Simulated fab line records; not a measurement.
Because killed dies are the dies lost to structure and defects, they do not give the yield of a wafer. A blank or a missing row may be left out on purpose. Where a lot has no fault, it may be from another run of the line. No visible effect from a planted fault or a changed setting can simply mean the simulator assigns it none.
Which tool was responsible? || flow nand_harc || 13 lots with 37 wafers sampled at 6 steps, on a route of 1302 steps

== WHAT EACH GAUGE READ, for each wafer ==
NHARC_A_SOURCE_PLATE_INSPECT_08. Usual: raw_defect_count at 57, with a standard deviation of 25.
{"lot": "L507", "measured": "day 7 17:23", "on": "defect_inspect-02", "raw_defect_count": "49 44 66", "flag": ""}
{"lot": "L509", "measured": "day 8 16:09", "on": "defect_inspect-01", "raw_defect_count": "89 67 61", "flag": ""}
{"lot": "L510", "measured": "day 8 16:09", "on": "defect_inspect-02", "raw_defect_count": "21 52 25", "flag": ""}
{"lot": "L511", "measured": "day 9 10:56", "on": "defect_inspect-02", "raw_defect_count": "48 38 58", "flag": ""}
{"lot": "L512", "measured": "day 9 16:06", "on": "defect_inspect-01", "raw_defect_count": "59 34 78", "flag": ""}
{"lot": "L513", "measured": "day 10 06:53", "on": "defect_inspect-02", "raw_defect_count": "122 74 131", "flag": ""}
{"lot": "L522", "measured": "day 13 19:21", "on": "defect_inspect-02", "raw_defect_count": "37 34", "flag": ""}
{"lot": "L523", "measured": "day 14 14:04", "on": "defect_inspect-01", "raw_defect_count": "48 40 48", "flag": ""}
{"lot": "L524", "measured": "day 14 21:17", "on": "defect_inspect-01", "raw_defect_count": "37 23", "flag": ""}
{"lot": "L526", "measured": "day 15 12:21", "on": "defect_inspect-02", "raw_defect_count": "40 58 39", "flag": ""}
{"lot": "L527", "measured": "day 16 05:08", "on": "defect_inspect-01", "raw_defect_count": "29 64 58", "flag": ""}
{"lot": "L529", "measured": "day 16 19:53", "on": "defect_inspect-02", "raw_defect_count": "75 61 67", "flag": ""}
{"lot": "L530", "measured": "day 17 16:00", "on": "defect_inspect-02", "raw_defect_count": "95 125 109", "flag": ""}

NHARC_A_ONON_D1_THK_MEAS_11: measures by ellipsometry. Usual: thk_nm at 1000 nm, with a standard deviation of 12.
{"lot": "L507", "measured": "day 7 19:39", "on": "film_metro-02", "thk_nm (nm)": "1001 1001 1001", "flag": ""}
{"lot": "L509", "measured": "day 8 18:25", "on": "film_metro-01", "thk_nm (nm)": "1002 1003 1002", "flag": ""}
{"lot": "L510", "measured": "day 8 18:27", "on": "film_metro-02", "thk_nm (nm)": "1001 998 998", "flag": ""}
{"lot": "L511", "measured": "day 9 13:13", "on": "film_metro-02", "thk_nm (nm)": "1005 1006 1007", "flag": ""}
{"lot": "L512", "measured": "day 9 18:23", "on": "film_metro-02", "thk_nm (nm)": "989 988 990", "flag": ""}
{"lot": "L513", "measured": "day 10 09:11", "on": "film_metro-02", "thk_nm (nm)": "1008 1009 1009", "flag": ""}
{"lot": "L522", "measured": "day 13 21:38", "on": "film_metro-02", "thk_nm (nm)": "1003 1714", "flag": "OFF"}
{"lot": "L523", "measured": "day 14 16:21", "on": "film_metro-01", "thk_nm (nm)": "999 1708 1708", "flag": "OFF"}
{"lot": "L524", "measured": "day 14 23:35", "on": "film_metro-02", "thk_nm (nm)": "993 1703", "flag": "OFF"}
{"lot": "L526", "measured": "day 15 14:38", "on": "film_metro-02", "thk_nm (nm)": "997 997 997", "flag": ""}
{"lot": "L527", "measured": "day 16 07:24", "on": "film_metro-01", "thk_nm (nm)": "1002 1002 1004", "flag": ""}
{"lot": "L529", "measured": "day 16 22:10", "on": "film_metro-01", "thk_nm (nm)": "984 986 985", "flag": ""}
{"lot": "L530", "measured": "day 17 18:16", "on": "film_metro-02", "thk_nm (nm)": "981 981 981", "flag": ""}

NHARC_END_SORT_01. Usual: killed_at_array 53, standard deviation 18; killed_at_other 1.0, standard deviation 1.2; killed_at_periphery 3.6, standard deviation 2.4; killed_dies 58, standard deviation 18; killed_open 3.4, standard deviation 1.8; killed_short 2.3, standard deviation 1.5.
{"lot": "L522", "measured": "day 30 21:44", "on": "prober-02", "killed_at_array": "73 667", "killed_at_other": "0 1", "killed_at_periphery": "13 9", "killed_dies": "86 677", "killed_open": "2 3", "killed_short": "2 8", "flag": "OFF"}
{"lot": "L523", "measured": "day 31 12:55", "on": "prober-01", "killed_at_array": "41 671 673", "killed_at_other": "2 2 1", "killed_at_periphery": "1 4 3", "killed_dies": "44 677 677", "killed_open": "3 4 5", "killed_short": "0 2 4", "flag": "OFF"}
{"lot": "L524", "measured": "day 31 14:35", "on": "prober-02", "killed_at_array": "34 675", "killed_at_other": "1 1", "killed_at_periphery": "3 1", "killed_dies": "38 677", "killed_open": "0 2", "killed_short": "2 0", "flag": "OFF"}

== WHICH TOOL RAN EACH LOT (tool, then ch and the chambers of the sampled wafers, then the start) ==
{"lot": "L507", "NHARC_A_ZERO_WELL_ETCH_13": "rie_si-05 ch 1,2,3, day 6 18:25", "NHARC_A_ZERO_WELL_RTA_16": "rtp_anneal-02 ch 0, day 6 19:20", "NHARC_A_ONON_D1_DEP_09": "pecvd_onon-03 ch 0, day 7 19:12"}
{"lot": "L509", "NHARC_A_ZERO_WELL_ETCH_13": "rie_si-01 ch 0,2,3, day 7 18:10", "NHARC_A_ZERO_WELL_RTA_16": "rtp_anneal-01 ch 0, day 7 19:04", "NHARC_A_ONON_D1_DEP_09": "pecvd_onon-03 ch 0, day 8 17:58"}
{"lot": "L510", "NHARC_A_ZERO_WELL_ETCH_13": "rie_si-05 ch 0,1,2, day 7 19:13", "NHARC_A_ZERO_WELL_RTA_16": "rtp_anneal-02 ch 0, day 7 20:10", "NHARC_A_ONON_D1_DEP_09": "pecvd_onon-01 ch 0, day 8 18:03"}
{"lot": "L511", "NHARC_A_ZERO_WELL_ETCH_13": "rie_si-05 ch 0,1,2, day 8 13:36", "NHARC_A_ZERO_WELL_RTA_16": "rtp_anneal-01 ch 0, day 8 14:35", "NHARC_A_ONON_D1_DEP_09": "pecvd_onon-03 ch 0, day 9 12:52"}
{"lot": "L512", "NHARC_A_ZERO_WELL_ETCH_13": "rie_si-05 ch 0,1,3, day 8 19:03", "NHARC_A_ZERO_WELL_RTA_16": "rtp_anneal-02 ch 0, day 8 20:00", "NHARC_A_ONON_D1_DEP_09": "pecvd_onon-01 ch 0, day 9 17:52"}
{"lot": "L513", "NHARC_A_ZERO_WELL_ETCH_13": "rie_si-05 ch 0,2,3, day 9 08:37", "NHARC_A_ZERO_WELL_RTA_16": "rtp_anneal-01 ch 0, day 9 09:33", "NHARC_A_ONON_D1_DEP_09": "pecvd_onon-04 ch 0, day 10 08:48"}
{"lot": "L522", "NHARC_A_ZERO_WELL_ETCH_13": "rie_si-05 ch 0, day 12 22:22", "NHARC_A_ZERO_WELL_RTA_16": "rtp_anneal-02 ch 0, day 12 23:20", "NHARC_A_ONON_D1_DEP_09": "pecvd_onon-03 ch 0, day 13 21:11"}
{"lot": "L523", "NHARC_A_ZERO_WELL_ETCH_13": "rie_si-05 ch 1,2,3, day 13 16:39", "NHARC_A_ZERO_WELL_RTA_16": "rtp_anneal-01 ch 0, day 13 17:35", "NHARC_A_ONON_D1_DEP_09": "pecvd_onon-03 ch 0, day 14 15:51"}
{"lot": "L524", "NHARC_A_ZERO_WELL_ETCH_13": "rie_si-01 ch 0,2, day 14 00:01", "NHARC_A_ZERO_WELL_RTA_16": "rtp_anneal-02 ch 0, day 14 00:55", "NHARC_A_ONON_D1_DEP_09": "pecvd_onon-03 ch 0, day 14 23:10"}
{"lot": "L526", "NHARC_A_ZERO_WELL_ETCH_13": "rie_si-03 ch 0,1,3, day 14 15:22", "NHARC_A_ZERO_WELL_RTA_16": "rtp_anneal-02 ch 0, day 14 16:19", "NHARC_A_ONON_D1_DEP_09": "pecvd_onon-01 ch 0, day 15 14:14"}
{"lot": "L527", "NHARC_A_ZERO_WELL_ETCH_13": "rie_si-05 ch 0,1,2, day 15 08:14", "NHARC_A_ZERO_WELL_RTA_16": "rtp_anneal-01 ch 0, day 15 09:10", "NHARC_A_ONON_D1_DEP_09": "pecvd_onon-01 ch 0, day 16 06:57"}
{"lot": "L529", "NHARC_A_ZERO_WELL_ETCH_13": "rie_si-01 ch 0,1,3, day 15 20:43", "NHARC_A_ZERO_WELL_RTA_16": "rtp_anneal-01 ch 0, day 15 21:35", "NHARC_A_ONON_D1_DEP_09": "pecvd_onon-04 ch 0, day 16 21:39"}
{"lot": "L530", "NHARC_A_ZERO_WELL_ETCH_13": "rie_si-03 ch 1,3, day 16 17:23", "NHARC_A_ZERO_WELL_RTA_16": "rtp_anneal-02 ch 0, day 16 18:20", "NHARC_A_ONON_D1_DEP_09": "pecvd_onon-04 ch 0, day 17 17:52"}
- NHARC_A_ZERO_WELL_ETCH_13: etches the open film in HBr/Cl2, target depth 120 nm, time 40.1 s.
- NHARC_A_ZERO_WELL_RTA_16: time 10 s.
- NHARC_A_ONON_D1_DEP_09: target thk 1000 nm.

== AS READ BY THE TOOLS THEMSELVES (means over the sampled wafers that have a number; for cases with no such wafer, the mark the record gives instead) ==
NHARC_A_ZERO_WELL_ETCH_13. Usual: drypump_motor_current_A 5.6 A, standard deviation 0.53; he_backside_leak_sccm 2.7 sccm, standard deviation 0.31; oes_product_au 1.002 a.u., standard deviation 0.0098; throttle_valve_pct 26.404 %, standard deviation 0.0085.
{"lot": "L507", "tool": "rie_si-05", "drypump_motor_current_A (A)": 5.6, "he_backside_leak_sccm (sccm)": 2.4, "oes_product_au (a.u.)": 1.005, "throttle_valve_pct (%)": 26.401, "flag": ""}
{"lot": "L509", "tool": "rie_si-01", "drypump_motor_current_A (A)": 5.7, "he_backside_leak_sccm (sccm)": 2.6, "oes_product_au (a.u.)": 0.996, "throttle_valve_pct (%)": 26.398, "flag": ""}
{"lot": "L510", "tool": "rie_si-05", "drypump_motor_current_A (A)": 5.6, "he_backside_leak_sccm (sccm)": 2.6, "oes_product_au (a.u.)": 1.006, "throttle_valve_pct (%)": 26.408, "flag": ""}
{"lot": "L511", "tool": "rie_si-05", "drypump_motor_current_A (A)": 5.6, "he_backside_leak_sccm (sccm)": 2.7, "oes_product_au (a.u.)": 1.009, "throttle_valve_pct (%)": 26.405, "flag": ""}
{"lot": "L512", "tool": "rie_si-05", "drypump_motor_current_A (A)": 5.7, "he_backside_leak_sccm (sccm)": 3.3, "oes_product_au (a.u.)": 1.006, "throttle_valve_pct (%)": 26.403, "flag": ""}
{"lot": "L513", "tool": "rie_si-05", "drypump_motor_current_A (A)": 6.0, "he_backside_leak_sccm (sccm)": 2.6, "oes_product_au (a.u.)": 1.009, "throttle_valve_pct (%)": 26.400, "flag": ""}
{"lot": "L522", "tool": "rie_si-05", "drypump_motor_current_A (A)": 6.1, "he_backside_leak_sccm (sccm)": 3.0, "oes_product_au (a.u.)": 1.006, "throttle_valve_pct (%)": 26.409, "flag": ""}
{"lot": "L523", "tool": "rie_si-05", "drypump_motor_current_A (A)": 5.6, "he_backside_leak_sccm (sccm)": 2.3, "oes_product_au (a.u.)": 1.010, "throttle_valve_pct (%)": 26.410, "flag": ""}
{"lot": "L524", "tool": "rie_si-01", "drypump_motor_current_A (A)": 6.0, "he_backside_leak_sccm (sccm)": 2.5, "oes_product_au (a.u.)": 0.998, "throttle_valve_pct (%)": 26.418, "flag": ""}
{"lot": "L526", "tool": "rie_si-03", "drypump_motor_current_A (A)": 5.3, "he_backside_leak_sccm (sccm)": 2.7, "oes_product_au (a.u.)": 0.998, "throttle_valve_pct (%)": 26.403, "flag": ""}
{"lot": "L527", "tool": "rie_si-05", "drypump_motor_current_A (A)": 5.7, "he_backside_leak_sccm (sccm)": 2.7, "oes_product_au (a.u.)": 1.008, "throttle_valve_pct (%)": 26.398, "flag": ""}
{"lot": "L529", "tool": "rie_si-01", "drypump_motor_current_A (A)": 5.6, "he_backside_leak_sccm (sccm)": 2.8, "oes_product_au (a.u.)": 0.989, "throttle_valve_pct (%)": 26.409, "flag": ""}
{"lot": "L530", "tool": "rie_si-03", "drypump_motor_current_A (A)": 5.0, "he_backside_leak_sccm (sccm)": 3.2, "oes_product_au (a.u.)": 0.999, "throttle_valve_pct (%)": 26.403, "flag": ""}

NHARC_A_ZERO_WELL_RTA_16. Usual: lamp_power_pct 36.2 %, standard deviation 1.3; wafer_temp_C_max 1004.7, standard deviation 1.7.
{"lot": "L507", "tool": "rtp_anneal-02", "lamp_power_pct (%)": 37.5, "wafer_temp_C_max": 1002.6, "flag": ""}
{"lot": "L509", "tool": "rtp_anneal-01", "lamp_power_pct (%)": 35.0, "wafer_temp_C_max": 1005.3, "flag": ""}
{"lot": "L510", "tool": "rtp_anneal-02", "lamp_power_pct (%)": 37.6, "wafer_temp_C_max": 1003.7, "flag": ""}
{"lot": "L511", "tool": "rtp_anneal-01", "lamp_power_pct (%)": 35.0, "wafer_temp_C_max": 1006.6, "flag": ""}
{"lot": "L512", "tool": "rtp_anneal-02", "lamp_power_pct (%)": 37.5, "wafer_temp_C_max": 1003.5, "flag": ""}
{"lot": "L513", "tool": "rtp_anneal-01", "lamp_power_pct (%)": 35.0, "wafer_temp_C_max": 1005.3, "flag": ""}
{"lot": "L522", "tool": "rtp_anneal-02", "lamp_power_pct (%)": 37.6, "wafer_temp_C_max": 1003.5, "flag": ""}
{"lot": "L523", "tool": "rtp_anneal-01", "lamp_power_pct (%)": 34.9, "wafer_temp_C_max": 1005.3, "flag": ""}
{"lot": "L524", "tool": "rtp_anneal-02", "lamp_power_pct (%)": 37.6, "wafer_temp_C_max": 1002.6, "flag": ""}
{"lot": "L526", "tool": "rtp_anneal-02", "lamp_power_pct (%)": 37.6, "wafer_temp_C_max": 1002.4, "flag": ""}
{"lot": "L527", "tool": "rtp_anneal-01", "lamp_power_pct (%)": 34.9, "wafer_temp_C_max": 1005.9, "flag": ""}
{"lot": "L529", "tool": "rtp_anneal-01", "lamp_power_pct (%)": 34.9, "wafer_temp_C_max": 1004.9, "flag": ""}
{"lot": "L530", "tool": "rtp_anneal-02", "lamp_power_pct (%)": 37.6, "wafer_temp_C_max": 1002.4, "flag": ""}

NHARC_A_ONON_D1_DEP_09. Usual: n2_flow_sccm at 2747 sccm, with a standard deviation of 8.7.
{"lot": "L507", "tool": "pecvd_onon-03", "n2_flow_sccm (sccm)": 2749, "flag": ""}
{"lot": "L509", "tool": "pecvd_onon-03", "n2_flow_sccm (sccm)": 2754, "flag": ""}
{"lot": "L510", "tool": "pecvd_onon-01", "n2_flow_sccm (sccm)": 2758, "flag": ""}
{"lot": "L511", "tool": "pecvd_onon-03", "n2_flow_sccm (sccm)": 2751, "flag": ""}
{"lot": "L512", "tool": "pecvd_onon-01", "n2_flow_sccm (sccm)": 2735, "flag": ""}
{"lot": "L513", "tool": "pecvd_onon-04", "n2_flow_sccm (sccm)": 2748, "flag": ""}
{"lot": "L522", "tool": "pecvd_onon-03", "n2_flow_sccm (sccm)": 2758, "flag": ""}
{"lot": "L523", "tool": "pecvd_onon-03", "n2_flow_sccm (sccm)": 2753, "flag": ""}
{"lot": "L524", "tool": "pecvd_onon-03", "n2_flow_sccm (sccm)": 2735, "flag": ""}
{"lot": "L526", "tool": "pecvd_onon-01", "n2_flow_sccm (sccm)": 2742, "flag": ""}
{"lot": "L527", "tool": "pecvd_onon-01", "n2_flow_sccm (sccm)": 2745, "flag": ""}
{"lot": "L529", "tool": "pecvd_onon-04", "n2_flow_sccm (sccm)": 2734, "flag": ""}
{"lot": "L530", "tool": "pecvd_onon-04", "n2_flow_sccm (sccm)": 2751, "flag": ""}

== THE ANSWER, worked out from the rows above alone ==
Rule: a lot is off if the mean of its wafers that have a number lies more than 3 standard deviations from the usual mean. Also off: a lot with no number at a reading for which 4 or more lots have one. The other lots that the step has rows for count as sound. First the gauges in route order, then the tools' own readings, where a lot's mean is used as printed above. The first step at which some lot is off is used, and at that step the reading that is off furthest; a lot without a number counts as furthest.
Off at NHARC_A_ONON_D1_THK_MEAS_11 (thk_nm): L522, L523, L524.
If a tool, at a process step before that reading, ran all the lots that are off and no sound lot after the first of them, it fits. The gauges at NHARC_A_ONON_D1_THK_MEAS_11 aren't tried: what is off there is off at NHARC_END_SORT_01 too, on other tools, and a gauge's error can't cause that. One candidate fits, namely pecvd_onon-03 at NHARC_A_ONON_D1_DEP_09. A fault onset in the window from L511 (day 9 12:52, its last sound lot) to L522 (day 13 21:11, its first lot off) fits.

== WHAT HAD BEEN PUT IN BY THE SIMULATOR ==
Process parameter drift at NHARC_A_ONON_D1_DEP_09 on pecvd_onon-03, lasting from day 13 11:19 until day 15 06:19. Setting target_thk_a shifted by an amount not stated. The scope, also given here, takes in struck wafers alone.
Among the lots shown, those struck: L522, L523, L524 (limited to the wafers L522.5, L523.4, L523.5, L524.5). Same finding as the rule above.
